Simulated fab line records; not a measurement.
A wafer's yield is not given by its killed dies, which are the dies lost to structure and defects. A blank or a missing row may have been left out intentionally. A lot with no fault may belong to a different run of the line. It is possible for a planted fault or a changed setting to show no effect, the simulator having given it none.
Split-lot experiment -- flow n5-finfet -- on a route of 1938 steps: 7 lots, 21 wafers read

## ON THE SPLIT
At N5_DUMMY_GATE_COAT_09 (resist thk 30 nm), the setting spin-rpm was moved away from the recipe's 1500 rpm on 8 of the 21 wafers read, by -9.8% to +10.6%. For the rest of the wafers, this setting stayed at what the recipe calls for.

## FROM THE SPLIT TO THE READING: what the file shows between them, 7 steps
- N5_DUMMY_GATE_EBR_11
- N5_DUMMY_GATE_SOFTBAKE_10: time 60 s
- N5_DUMMY_GATE_EXPOSE_12: exposes mask GATE, target cd 25 nm
- N5_DUMMY_GATE_PEB_13: peb time 60 s
- N5_DUMMY_GATE_DEVELOP_14: develop time 30 s
- N5_DUMMY_GATE_DESCUM_20: chemistry O2, time 6.2 s
- N5_DUMMY_GATE_ETCH_29: etches underlayer in N2/H2, target depth 13 nm

## THE READING
CAR-EUV_of_DUMMY_GATE_COAT_09.thk-nm (the simulator's own value, which no gauge read), in nm, at N5_DUMMY_GATE_ETCH_36 (etches SiARC in CF4, target depth 13 nm). No usual value for it is given in the file. The 13 wafers here that ran the recipe average 11.5 nm, standard deviation 0.55 nm.

wafer,"tool, chamber at the split","spin-rpm as run, rpm",against the recipe,"CAR-EUV_of_DUMMY_GATE_COAT_09.thk-nm, nm",against lot-mates on the recipe
L075.1,"litho-track-04, 0",1500,recipe,11.2,-
L075.2,"litho-track-04, 0",1500,recipe,11.2,-
L075.5,"litho-track-04, 0",1500,recipe,11.6,-
L082.1,"litho-track-05, 0",1500,recipe,10.6,-
L082.2,"litho-track-05, 0",1500,recipe,11.4,-
L082.4,"litho-track-05, 0",1500,recipe,11.4,-
L087.3,"litho-track-04, 0",1580,+5.3%,10.8,-0.4
L087.5,"litho-track-04, 0",1500,recipe,11.2,-
L087.6,"litho-track-04, 0",1580,+5.3%,11,-0.2
L090.4,"litho-track-04, 0",1353,-9.8%,13.6,+2.2
L090.5,"litho-track-04, 0",1353,-9.8%,13.2,+1.8
L090.6,"litho-track-04, 0",1500,recipe,11.4,-
L091.3,"litho-track-03, 0",1500,recipe,11.6,-
L091.4,"litho-track-03, 0",1500,recipe,13,-
L091.5,"litho-track-03, 0",1444,-3.7%,13.4,+1.1
L092.1,"litho-track-03, 0",1500,recipe,12.2,-
L092.4,"litho-track-03, 0",1500,recipe,11.4,-
L092.5,"litho-track-03, 0",1659,+10.6%,9.4,-2.4
L097.3,"litho-track-05, 0",1375,-8.3%,12.8,+1.0
L097.5,"litho-track-05, 0",1375,-8.3%,12.8,+1.0
L097.4,"litho-track-05, 0",1500,recipe,11.8,-

THE FIT
A straight line over all 21 wafers: CAR-EUV_of_DUMMY_GATE_COAT_09.thk-nm changes by -0.18 nm for each +1% of spin-rpm; r = -0.86; the points scatter about the line by 0.55 nm.
The same after taking each lot's own level away (the mean of its wafers on the recipe; 21 wafers): -0.171 nm for each +1%; r = -0.89; scatter 0.45 nm.
According to that fit, moving spin-rpm by its largest amount changes the reading by 1.8 nm.
From 11.13 to 12.30 nm: that is the span of the lots' own levels, equal to 2.1 times the standard deviation above.
The two slopes agree, so the slope changes little with the lot-to-lot level.
Check: for one of the wafers moved furthest among these (+10.6%), held out of the fit, the line's prediction against its lot-mates is -1.48 nm. Against them it came out at -2.4 nm.

## THE OTHER SPLITS THESE WAFERS WENT THROUGH
Note: prior to the reading, these wafers also went through further splits. Each is held against what the fit with the lots' levels taken away leaves over:
other split on the same wafers,wafers away from the commonest value,r with CAR-EUV_of_DUMMY_GATE_COAT_09.thk-nm (lot level and that fit taken away)
N5_WELL_APT_PEB_06 peb-time-s,6,+0.17
N5_WELL_APT_DESCUM_13 time-s,6,-0.16
N5_FIN_SAQP_PECVD_06 time-s,3,-0.47
N5_FIN_SAQP_DEVELOP_15 develop-time-s,7,-0.19
N5_DUMMY_GATE_COAT_34 spin-rpm,9,+0.23

## THE WHOLE CHAIN: every reading that the file lists as answering this split, in the file's order
step,what it does,reading,change (the file's fit),r (the file's)
N5_DUMMY_GATE_COAT_09,resist thk 30 nm,"CAR-EUV_of_DUMMY_GATE_COAT_09.thk-nm (the simulator's own value, which no gauge read)",-0.139 nm for each +1% of the setting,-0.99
N5_DUMMY_GATE_DEVELOP_14,develop time 30 s,"CAR-EUV_of_DUMMY_GATE_COAT_09.thk-nm (the simulator's own value, which no gauge read)",-0.147 nm for each +1% of the setting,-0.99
N5_DUMMY_GATE_ETCH_29,"etches underlayer in N2/H2, target depth 13 nm","CAR-EUV_of_DUMMY_GATE_COAT_09.thk-nm (the simulator's own value, which no gauge read)",-0.161 nm for each +1% of the setting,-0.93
N5_DUMMY_GATE_ETCH_36,"etches SiARC in CF4, target depth 13 nm","CAR-EUV_of_DUMMY_GATE_COAT_09.thk-nm (the simulator's own value, which no gauge read)",-0.184 nm for each +1% of the setting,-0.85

## FILE'S OWN FIT
CAR-EUV_of_DUMMY_GATE_COAT_09.thk-nm changes by -0.184 nm for each +1% of spin-rpm, r = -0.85.
